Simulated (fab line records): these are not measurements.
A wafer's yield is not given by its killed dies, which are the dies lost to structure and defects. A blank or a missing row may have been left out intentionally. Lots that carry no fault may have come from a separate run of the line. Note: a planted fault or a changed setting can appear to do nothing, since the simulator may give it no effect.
A struck lot beside a sound one    flow nand-harc    40 out of 1302 route steps
Sound: these wafers, L956.2, L956.3, L956.6. Struck: wafer L961.3. (L961.2, L961.5 of the same lot were not struck and are left out.) The cause comes at the end.
Per side, at each step with rows, come the tool, then ch with its chambers, and then its first start. Under that, the readings that differ: sound wafers    struck wafers    difference of the means    sigmas: that difference in standard deviations of wafers without a fault.
alike: words and numbers the same on both sides, and readings whose means are apart by under 2 such deviations; not compared: readings that were withheld, readings missing a value for some wafer, numbers with overlapping values and no deviation given by the record, and bounds like >300 which may hide the same value.
Wherever a step has rows on one side only, a row that says differs or no value, or a row with sigmas, the two part there. When numbers do not overlap yet have no deviation, they are printed without sigmas and do not part them. Lack of a reading on every wafer of one side parts them only where that side has two or more wafers.

NHARC_A_STAIRCASE_DESCUM_270: chemistry O2, time 3 s.
  sound on rie-diel-02 ch 0,1,2, day 16 15:06; struck on rie-diel-02 ch 0, day 19 04:04
  alike: drypump-motor-current-A, o2-flow-sccm, oes-product-au, rf-vpp-V, showerhead-plenum-p-Torr, throttle-valve-pct
  not compared: rf-hours-counter-h
then, 1 step without rows for these wafers: NHARC_A_STAIRCASE_ETCH_271 (etches the open film in CF4/CHF3).
NHARC_A_STAIRCASE_HM_OPEN_457: chemistry O2/COS.
  sound: rie-diel-02 ch 0,1; struck: rie-diel-02 ch 3
reading                sound              struck  difference  sigmas
o2-flow-sccm (sccm)    400.1 398.7 398.8  402.6   +3.4        +3
oes-product-au (a.u.)  1.017 0.985 1.011  0.981   -0.023      -2
  alike: drypump-motor-current-A, rf-vpp-V, showerhead-plenum-p-Torr, throttle-valve-pct
  not compared: rf-hours-counter-h
then, 7 steps without rows for these wafers: NHARC_A_STAIRCASE_STRIP_458 (strips in O2/COS); NHARC_A_STAIRCASE_ETCH_451 (etches the open film in CF4/O2, target depth 30 nm, overetch 3 nm, time 16.5 s); NHARC_A_STAIRCASE_ETCH_273 (etches the open film in C4F8/O2/Ar, target depth 10200 nm, time 2468.6 s); NHARC_A_STAIRCASE_STRIP_274 (strips in O2); NHARC_A_STAIRCASE_STRIP_275 (strips in SPM, time 900 s); NHARC_A_STAIRCASE_PRECLEAN_276 (cleans in SC1); NHARC_A_STAIRCASE_SRD_277.
NHARC_A_STAIRCASE_HM_DEP_459: deposits aC, target thk 1500 nm.
  sound on acl-dep-01 ch 0, day 17 00:25; struck on acl-dep-03 ch 0, day 19 08:29
  alike: throttle-valve-pct
NHARC_A_STAIRCASE_DEP_280: deposits SiON, target thk 30 nm.
  sound on pecvd-01 ch 0,2, day 17 01:58; struck on pecvd-03 ch 0, day 19 10:02
reading             sound        struck  difference  sigmas
heater-power-w (W)  796 836 838  648     -175        -2
then, 11 steps without rows for these wafers: NHARC_A_STAIRCASE_DEHYDRATE_281 (time 120 s); NHARC_A_STAIRCASE_HMDS_282 (time 30 s); NHARC_A_STAIRCASE_COAT_283; NHARC_A_STAIRCASE_SOFTBAKE_284 (time 170 s); NHARC_A_STAIRCASE_EBR_285; NHARC_A_STAIRCASE_EXPOSE_286 (exposes mask CHOP 100); NHARC_A_STAIRCASE_PEB_287 (peb time 130 s); NHARC_A_STAIRCASE_DEVELOP_288 (time 140 s); NHARC_A_STAIRCASE_HARDBAKE_290 (time 140 s); NHARC_A_STAIRCASE_DESCUM_291 (chemistry O2, time 3 s); NHARC_A_STAIRCASE_ETCH_292 (etches the open film in CF4/CHF3).
NHARC_A_STAIRCASE_HM_OPEN_460: chemistry O2/COS.
  sound: rie-diel-13 ch 2,3; struck: rie-diel-13 ch 3
reading              sound              struck  difference  sigmas
o2-flow-sccm (sccm)  399.1 399.9 400.7  402.7   +2.8        +2
  alike: drypump-motor-current-A, oes-product-au, rf-vpp-V, showerhead-plenum-p-Torr, throttle-valve-pct
  not compared: rf-hours-counter-h
then, 1 step without rows for these wafers: NHARC_A_STAIRCASE_STRIP_461 (strips in O2/COS).
NHARC_A_STAIRCASE_ETCH_452: etches the open film in CF4/O2, target depth 30 nm, overetch 3 nm, time 16.5 s.
  sound: rie-diel-13 ch 2,3; struck: rie-diel-13 ch 3
  alike: drypump-motor-current-A, o2-flow-sccm, oes-product-au, rf-vpp-V, showerhead-plenum-p-Torr, throttle-valve-pct
  not compared: rf-hours-counter-h
then, 13 steps without rows for these wafers: NHARC_A_STAIRCASE_ETCH_294 (etches the open film in C4F8/O2/Ar, target depth 4989 nm, time 1211.6 s); NHARC_A_STAIRCASE_STRIP_295 (strips in O2); NHARC_A_STAIRCASE_STRIP_296 (strips in SPM, time 900 s); NHARC_A_STAIRCASE_PRECLEAN_297 (cleans in SC1); NHARC_A_STAIRCASE_SRD_298; NHARC_A_STAIRCASE_HM_DEP_462 (deposits aC, target thk 800 nm); NHARC_A_STAIRCASE_DEP_301 (deposits SiON, target thk 30 nm); NHARC_A_STAIRCASE_DEHYDRATE_302 (time 120 s); NHARC_A_STAIRCASE_HMDS_303 (time 30 s); NHARC_A_STAIRCASE_COAT_304; NHARC_A_STAIRCASE_SOFTBAKE_305 (time 170 s); NHARC_A_STAIRCASE_EBR_306; NHARC_A_STAIRCASE_EXPOSE_307 (exposes mask CHOP 50).
-- break in the record here, with 8 days between the starts of the struck wafers on either side (left off in module A_STAIRCASE, picked up again in module END, where the first step shown is number 1302 on the route) --
NHARC_END_SORT_01:
  the record has rows for the struck wafers here (prober-01 ch 0, day 27 06:29) and none for the sound ones

## WHERE THEY PART
At NHARC_A_STAIRCASE_HM_OPEN_457 first; at NHARC_END_SORT_01 last (within this record only).

WHY: the cause the simulator had injected
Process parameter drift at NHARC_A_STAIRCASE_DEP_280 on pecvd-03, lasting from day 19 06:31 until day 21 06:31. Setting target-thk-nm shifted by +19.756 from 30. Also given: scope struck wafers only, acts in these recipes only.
